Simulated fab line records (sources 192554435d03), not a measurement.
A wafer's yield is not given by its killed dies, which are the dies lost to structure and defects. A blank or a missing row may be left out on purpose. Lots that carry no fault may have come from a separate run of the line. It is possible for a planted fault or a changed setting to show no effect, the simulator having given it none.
A lot that was struck, set against a sound lot | flow n5Finfet | 36 out of 1938 route steps
Sound: wafers L258.2, L258.3, L258.4. Wafers struck: L248.1, L248.3, L248.6. The cause is named last.
Order at every step that has rows: each side's tool, ch and its chambers, its first start. Under that, the readings that differ: sound wafers | struck wafers | difference of the means | sigmas: that difference in standard deviations of wafers without a fault.
alike: a reading whose means differ by less than 2 such deviations, as well as words and numbers matching on both sides. not compared: withheld readings; readings where some wafer has no value; bounds like >300 that might hide an equal value; numbers whose values overlap and for which the record gives no deviation.
Wherever a step has rows on one side only, a row that says differs or no value, or a row with sigmas, the two part there. Non-overlapping numbers with no deviation appear without sigmas and do not part them. A reading missing from all wafers of one side parts the sides only when that side holds two or more wafers.

first, 9 steps without rows for these wafers: N5_ILD0_PRECLEAN_10 (cleans in NF3:NH3, afs cycles 5, time 20 s, sublimation time 60 s); N5_ILD0_ALD_15 (deposits SiNx, target thk 24 nm, pulse time 1 s, ald cycles 480); N5_ILD0_CMP_12 (polishes SiNx, stops on poly-Si, t overpolish 6 s, target thk 17.67 nm); N5_SDB_HM_DEP_00 (deposits SiNx from SiH4/NH3/N2, target thk 40 nm, time 35.3 s); N5_SDB_COAT_03 (time 60 s, resist thk 100 nm); N5_SDB_COAT_04 (time 60 s, resist thk 18 nm); N5_SDB_COAT_05 (resist thk 90 nm); N5_SDB_EBR_07; N5_SDB_SOFTBAKE_06 (time 60 s).
N5_SDB_EXPOSE_08: exposes mask SDB.
  sound on arfiScanner-02 ch 0, day 7 13:36; struck on arfiScanner-03 ch 0, day 5 00:12
reading                   | sound          | struck         | difference | sigmas
model.SDB.overlayXNm (nm) | -0.2 -0.2 -0.2 | 12.8 12.8 12.8 | +13.0      | 
  alike: mask
then, 2 steps without rows for these wafers: N5_SDB_PEB_09 (peb time 60 s); N5_SDB_DEVELOP_10 (develop time 30 s).
N5_SDB_OVL_MEAS_12:
  sound on overlay-02 ch 0, day 7 13:45; struck on overlay-02 ch 0, day 5 00:21
reading      | sound         | struck         | difference | sigmas
SDB_OVL (nm) | -0.1 -0.1 0.5 | 13.0 13.2 13.5 | +13.1      | +17
then, 21 steps without rows for these wafers: N5_SDB_DESCUM_16 (chemistry O2, time 7.9 s); N5_SDB_ETCH_17 (etches SiARC in CF4, target depth 23.4 nm, time 39 s); N5_SDB_ETCH_18 (etches SOC in N2/H2, target depth 100 nm, overetch 20 nm, time 150 s); N5_SDB_STRIP_19 (strips in N2/H2); N5_SDB_STRIP_21 (strips in CF4); N5_SDB_HM_OPEN_20 (chemistry CH3F/O2, target SiNx, stops on poly-Si, target depth 24 nm); N5_SDB_STRIP_22 (strips in N2/H2); N5_SDB_PRECLEAN_23 (cleans in dHF, time 30 s); N5_SDB_DUMMY_REMOVE_24 (chemistry TMAH, target poly-Si, stops on SiO2, target depth 142 nm, time 57 s, rinse time 30 s); N5_SDB_ETCH_25 (etches SiO2 in C4F6/O2, target depth 10 nm, time 3.3 s); N5_SDB_CUT_ETCH_26 (etches Si in HBr/Cl2/O2, target depth 129.6 nm, bt time 20 s, time 51.8 s); N5_SDB_PRECLEAN_38 (cleans in dHF, time 10 s); N5_SDB_PRECLEAN_39 (cleans in O3/DIW, time 45 s); N5_SDB_SRD_28 (time 30 s); N5_SDB_ALD_29 (deposits SiNx, target thk 30 nm, pulse time 1 s, ald cycles 600); N5_SDB_CMP_30 (polishes, stops on poly-Si, t overpolish 1.54 s, target thk 30 nm); N5_DUMMY_REMOVAL_HM_STRIP_01 (strips SiNx in CH3F/O2, stops on poly-Si, target depth 4 nm, time 6.8 s); N5_DUMMY_REMOVAL_STRIP_10 (strips in N2/H2, time 40 s); N5_DUMMY_REMOVAL_PRECLEAN_07 (cleans in dHF, time 30 s); N5_DUMMY_REMOVAL_DUMMY_REMOVE_02 (chemistry TMAH, target poly-Si, stops on SiO2, target depth 142 nm, time 57 s, rinse time 30 s); N5_DUMMY_REMOVAL_PRECLEAN_08 (cleans in NF3:NH3, afs cycles 2, time 20 s, sublimation time 60 s).
-- here the record skips 4 days between the struck wafers' starts before and after, leaving off in module DUMMY_REMOVAL and picking up in module BEOL_M4 (first step shown: number 1111 of the route) --
N5_BEOL_M4_RC_MEAS_101:
  sound on prober-02 ch 0, day 11 12:47; struck on prober-01 ch 0, day 9 01:38
reading   | sound          | struck         | difference | sigmas
VT_P (mV) | -256 -252 -255 | -244 -248 -249 | +7         | +2
  alike: DIBL_N, DIBL_P, IOFF_N, IOFF_P, ION_N, ION_P, SS_N, SS_P, VT_N
-- record jumps: 4 days separate the struck wafers' starts on either side; left off in module BEOL_M4, taken up again in module PASSIVATION, whose first shown step is the route's number 1936 --
N5_PASSIVATION_PROBE_49:
  record: rows for the struck wafers here (prober-02, day 13 04:49), none for the sound ones

## WHERE THEY PART
Last at N5_PASSIVATION_PROBE_49 as far as this record goes, first at N5_SDB_OVL_MEAS_12.

WHY: whatever the simulator had introduced
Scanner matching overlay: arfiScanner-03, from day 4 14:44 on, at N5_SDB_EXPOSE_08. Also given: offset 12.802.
